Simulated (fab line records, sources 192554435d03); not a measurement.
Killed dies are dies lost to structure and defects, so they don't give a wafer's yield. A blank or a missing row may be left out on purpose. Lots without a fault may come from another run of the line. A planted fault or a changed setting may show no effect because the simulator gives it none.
fab line records | flow n5_finfet | part 2 of 2: steps 22 to 33 of 33
record lots=5 wafers=15 last_day=16
route steps=1938 shown BEOL_M15@1830 PASS1_DEP@1831 MIM_BOT@1832 MIM_TOP@1834 MIM_TOP_LITHO@1839 MIM_TOP_ETCH@1851 MIM_BOT_LITHO@1854
lots that met no fault: from a run of the same line without faults
start_h: hours from the record's first day to the start of the lot's first wafer shown | wait_h: hours since the lot's step before | " the same as in the row above | L1.1+2: a row that stands for several wafers | - no value, or no start given | * or withheld: withheld | < > ~ a bound
route shown NAME@n: a module of which the file shows steps, and the number in the route of the first | usual: mean/standard deviation of fault-free wafers | same: alike in all rows | chamber/n: place in a boat | sites: the reading at each site | _std_site: their standard deviation | _edge_site: outer sites' mean less inner sites' | radius_mm: how far each site lies from the wafer's centre | mask NAME#n: copy n | behind: the tool/chamber that last shaped the wafer | hold: why the lot was held/for how many hours/how that ended | device: the transistor (n, p or np) that didn't switch | end of line: the same wafers' tests at the end of the route | a step without rows: its recipe alone | killed: dies lost to structure and defects at the first sort, not the wafer's yield | map: a wafer's dies, x killed, . not, _ none there
set.NAME: the setting as run; set.NAME@STEP: as run at that earlier step | model.NAME: the simulator's own value behind a step, which no gauge read
lots at some steps of the route; a table a step, a row a wafer
services: from which hour (start_h, from the record's first day; less than 0 if before it) a tool's chamber was out of use, for how many hours, and why
## steps
# step N5_MIM_TOP_ETCH_ETCH_00
# recipe chemistry=Cl2/BCl3 target=TiN target_depth_a=385 ion_energy_ev=150 pressure_mtorr=10 icp_w=1000 bias_w=126 Cl2_flow_sccm=53.25 bcl3_flow_sccm=21.75 Ar_flow_sccm=25
# usual drypump_motor_current_A=6.0/0.48 oes_product_au=0.79/0.072 throttle_valve_pct=22.70/0.3
# columns lot.wafer tool chamber start_h wait_h drypump_motor_current_A oes_product_au rf_hours_counter_h throttle_valve_pct
L074.1 rie_metal-03 1 293.16 0.1 6.4 0.81 30 22.65
L074.2 " 0 " " 6.4 0.87 20 22.63
L074.6 " 1 " " 6.4 0.81 - 22.64
L079.1 rie_metal-02 0 307.20 0.1 5.6 0.70 79 22.60
L079.5 " 0 " " 5.6 0.70 - 22.61
L079.6 " 1 " " 6.0 0.75 - 23.14
L081.1 rie_metal-03 1 327.04 0.1 6.4 0.80 34 22.65
L081.3 " 1 " " 6.4 0.80 - 22.65
L081.4 " 0 " " 6.3 0.85 - 22.65
L086.2 rie_metal-03 0 354.92 0.1 6.3 0.84 25 22.66
L086.3 " 1 " " 6.4 0.80 - 22.65
L086.5 " 1 " " 6.4 0.81 - 22.64
L092.2 rie_metal-03 0 374.55 0.1 6.3 0.84 28 22.67
L092.3 " 1 " " 6.4 0.78 - 22.66
L092.6 " 1 " " 6.4 0.79 - 22.65
# step N5_MIM_TOP_ETCH_STRIP_01
# recipe chemistry=O2 power_w=600 temp_c=60 pressure_mtorr=30 rf_frequency_hz=6e+07 bias_power_w=0 overash_fraction=0.5 o2_flow_sccm=225
# usual drypump_motor_current_A=5.7/0.4 oes_product_au=0.79/0.083 rf_vpp_V=3.8/1.3 showerhead_plenum_p_Torr=2.07/0.076 throttle_valve_pct=16.71/0.27
# columns lot.wafer tool chamber start_h wait_h drypump_motor_current_A oes_product_au rf_hours_counter_h rf_vpp_V showerhead_plenum_p_Torr throttle_valve_pct
L074.1 rie_diel-03 1 293.35 0.2 5.8 0.91 32 2.8 2.13 16.50
L074.2 " 3 " " 6.2 0.78 134 5.7 2.19 16.76
L074.6 " 2 " " 5.7 0.83 - 2.3 2.12 16.69
L079.1 rie_diel-03 2 307.34 0.1 5.7 0.80 92 6.3 2.11 16.68
L079.5 " 1 " " 5.8 0.91 - 5.9 2.13 16.49
L079.6 " 2 " " 5.7 0.82 - 4.5 2.11 16.70
L081.1 rie_diel-03 0 327.18 0.1 5.4 0.70 226 3.5 2.09 17.28
L081.3 " 1 " " 5.8 0.87 43 3.4 2.13 16.49
L081.4 " 0 " " 5.4 0.70 - 3.7 2.09 17.24
L086.2 rie_diel-02 2 355.27 0.3 5.8 0.94 22 4.4 2.04 16.25
L086.3 " 0 " " 5.0 0.74 200 3.8 1.92 16.88
L086.5 " 3 " " 5.4 0.69 - 2.2 2.09 16.89
L092.2 rie_diel-03 2 374.69 0.1 5.7 0.79 115 1.9 2.10 16.71
L092.3 " 1 " " 5.8 0.85 59 4.2 2.13 16.53
L092.6 " 3 " " 6.3 0.76 - 6.8 2.18 16.81
# step N5_MIM_TOP_ETCH_PECVD_03
# recipe material=SiNx target_thk_a=200 temp_c=400 precursor=SiH4/NH3/N2 pressure_torr=1.5 rf_w=300 time_s=17.6
# usual chamber_pressure_Torr=1.499/0.0035 heater_power_w=772/77 showerhead_plenum_p_Torr=5.12/0.076 showerhead_vpp_V=1062/62 throttle_valve_pct=39.3/2.4
# columns lot.wafer tool chamber start_h wait_h chamber_pressure_Torr heater_power_w showerhead_plenum_p_Torr showerhead_vpp_V throttle_valve_pct
L074.1 pecvd-04 0 293.41 - 1.499 857 5.14 1113 41.3
L074.2 " 1 " " 1.501 830 5.26 1059 39.4
L074.6 " 1 " " 1.492 861 5.25 1061 39.8
L079.1 pecvd-01 2 307.41 - 1.491 856 5.04 929 37.9
L079.5 " 2 " " 1.491 831 5.04 938 38.0
L079.6 " 1 " " 1.496 666 5.00 1079 42.9
L081.1 pecvd-01 1 327.24 - 1.499 684 5.00 1086 43.0
L081.3 " 0 " " 1.501 772 5.10 1061 38.4
L081.4 " 1 " " 1.498 689 5.00 1056 43.1
L086.2 pecvd-04 0 355.33 - 1.498 917 5.15 1088 41.6
L086.3 " 2 " " 1.503 650 5.17 1124 35.7
L086.5 " 0 " " 1.501 907 5.15 1098 41.5
L092.2 pecvd-02 2 374.76 - 1.495 709 5.14 1027 36.0
L092.3 " 0 " " 1.498 749 5.08 1120 39.3
L092.6 " 2 " " 1.499 724 5.13 1042 36.0
# step N5_MIM_BOT_LITHO_HMDS_01
# recipe time_s=60 temp_c=120
# columns lot.wafer tool chamber start_h wait_h
L074.1+2+6 litho_track-03 0 293.49 0.0
L079.1+5+6 litho_track-05 0 307.48 0.0
L081.1+3+4 litho_track-05 0 327.32 0.0
L086.2+3+5 litho_track-02 0 355.40 0.0
L092.2+3+6 litho_track-03 0 374.83 0.0
# step N5_MIM_BOT_LITHO_COAT_02
# recipe spin_rpm=* resist_thk_nm=*
# columns lot.wafer tool chamber start_h wait_h
L074.1+2+6 litho_track-03 0 - -
L079.1+5+6 litho_track-05 0 - -
L081.1+3+4 litho_track-05 0 - -
L086.2+3+5 litho_track-02 0 - -
L092.2+3+6 litho_track-03 0 - -
# step N5_MIM_BOT_LITHO_EBR_04
# recipe solvent=PGMEA ebr_width_mm=1.5
# columns lot.wafer tool chamber start_h wait_h
L074.1+2+6 litho_track-03 0 - -
L079.1+5+6 litho_track-05 0 - -
L081.1+3+4 litho_track-05 0 - -
L086.2+3+5 litho_track-02 0 - -
L092.2+3+6 litho_track-03 0 - -
# step N5_MIM_BOT_LITHO_SOFTBAKE_03
# recipe temp_c=100 time_s=90
# columns lot.wafer tool chamber start_h wait_h
L074.1+2+6 litho_track-03 0 - -
L079.1+5+6 litho_track-05 0 - -
L081.1+3+4 litho_track-05 0 - -
L086.2+3+5 litho_track-02 0 - -
L092.2+3+6 litho_track-03 0 - -
# step N5_MIM_BOT_LITHO_EXPOSE_05
# recipe mask_id=MIM_BOT na=0.55 source_shape=conventional sigma_outer=0.8 polarization=unpolarized dose_mj=24.25
# usual focus_offset_nm=-0.1/0.57
# columns lot.wafer tool chamber start_h wait_h mask focus_offset_nm
L074.1 krf_scanner-02 0 293.72 - MIM_BOT#0 0.3
L074.2 " 0 " " MIM_BOT#0 -0.3
L074.6 " 0 " " MIM_BOT#0 -0.3
L079.1 krf_scanner-02 0 307.71 - MIM_BOT#0 -0.1
L079.5 " 0 " " MIM_BOT#0 -0.2
L079.6 " 0 " " MIM_BOT#0 0.0
L081.1 krf_scanner-02 0 327.42 - MIM_BOT#0 -1.0
L081.3 " 0 " " MIM_BOT#0 0.4
L081.4 " 0 " " MIM_BOT#0 0.3
L086.2 krf_scanner-01 0 355.64 - MIM_BOT#0 -0.3
L086.3 " 0 " " MIM_BOT#0 0.5
L086.5 " 0 " " MIM_BOT#0 0.0
L092.2 krf_scanner-02 0 374.97 - MIM_BOT#0 -0.7
L092.3 " 0 " " MIM_BOT#0 -0.3
L092.6 " 0 " " MIM_BOT#0 -1.2
# step N5_MIM_BOT_LITHO_PEB_06
# recipe peb_temp_c=withheld peb_time_s=*
# columns lot.wafer tool chamber start_h wait_h
L074.1+2+6 litho_track-03 0 293.77 0.1
L079.1+5+6 litho_track-03 0 307.77 0.1
L081.1+3+4 litho_track-03 0 327.48 0.1
L086.2+3+5 litho_track-02 0 355.69 0.0
L092.2+3+6 litho_track-05 0 375.03 0.0
# step N5_MIM_BOT_LITHO_DEVELOP_07
# recipe develop_time_s=60 rinse_liquid=diw dry=air_spin dev_temp_c=21
# columns lot.wafer tool chamber start_h wait_h
L074.1+2+6 litho_track-03 0 - -
L079.1+5+6 litho_track-03 0 - -
L081.1+3+4 litho_track-03 0 - -
L086.2+3+5 litho_track-02 0 - -
L092.2+3+6 litho_track-05 0 - -
# step N5_MIM_BOT_LITHO_HARDBAKE_09
# recipe temp_c=130 time_s=120
# columns lot.wafer tool chamber start_h wait_h
L074.1+2+6 litho_track-03 0 - -
L079.1+5+6 litho_track-03 0 - -
L081.1+3+4 litho_track-03 0 - -
L086.2+3+5 litho_track-02 0 - -
L092.2+3+6 litho_track-05 0 - -
# step N5_MIM_BOT_LITHO_CD_MEAS_08
# recipe target_cd_nm=3000 landing_energy_ev=500 detector=se_inlens polarity=opening
# usual cd_nm=2999.8/1.9
# columns lot.wafer tool chamber start_h wait_h cd_nm
L074.1 cd_sem-02 0 293.89 - 3002.8
L074.2 " 0 " " 3001.5
L074.6 " 0 " " 2999.1
L079.1 cd_sem-02 0 307.89 - 3002.9
L079.5 " 0 " " 2998.6
L079.6 " 0 " " 3003.0
L081.1 cd_sem-03 0 327.60 - 2999.2
L081.3 " 0 " " 2998.5
L081.4 " 0 " " 3002.2
L086.2 cd_sem-03 0 355.81 - 2996.7
L086.3 " 0 " " 2997.0
L086.5 " 0 " " 2995.5
L092.2 cd_sem-02 0 375.15 - 3003.2
L092.3 " 0 " " 2999.5
L092.6 " 0 " " 3000.2
## services
# columns tool chamber start_h hours kind
krf_scanner-01 - 272.00 0.8 pm
rie_metal-02 1 281.50 1.1 repair
krf_scanner-02 - 282.65 3.0 repair
pecvd-04 1 287.77 1.9 repair
rie_diel-05 - 290.15 2.6 repair
krf_scanner-01 - 291.20 0.6 repair
pecvd-04 2 296.36 2.1 scheduled_down
krf_scanner-01 - 300.56 1.0 pm
rie_diel-06 0 300.58 5.8 repair
krf_scanner-02 - 309.87 1.0 pm
krf_scanner-01 - 311.61 1.3 pm
pecvd-02 - 316.12 14.6 pm
krf_scanner-01 - 320.53 0.3 repair
krf_scanner-02 0 324.82 - calibration
rie_diel-03 3 325.77 3.3 repair
pecvd-04 - 326.25 2.8 pm
pecvd-04 2 329.76 6.5 repair
rie_metal-03 - 333.44 0.5 repair
pecvd-02 - 340.21 4.0 repair
rie_diel-06 - 348.84 2.8 pm
rie_diel-05 0 350.53 25.4 repair
ald_hk-03 - 354.13 1.2 pm
krf_scanner-02 - 357.60 0.8 repair
pecvd-01 - 368.41 6.8 repair
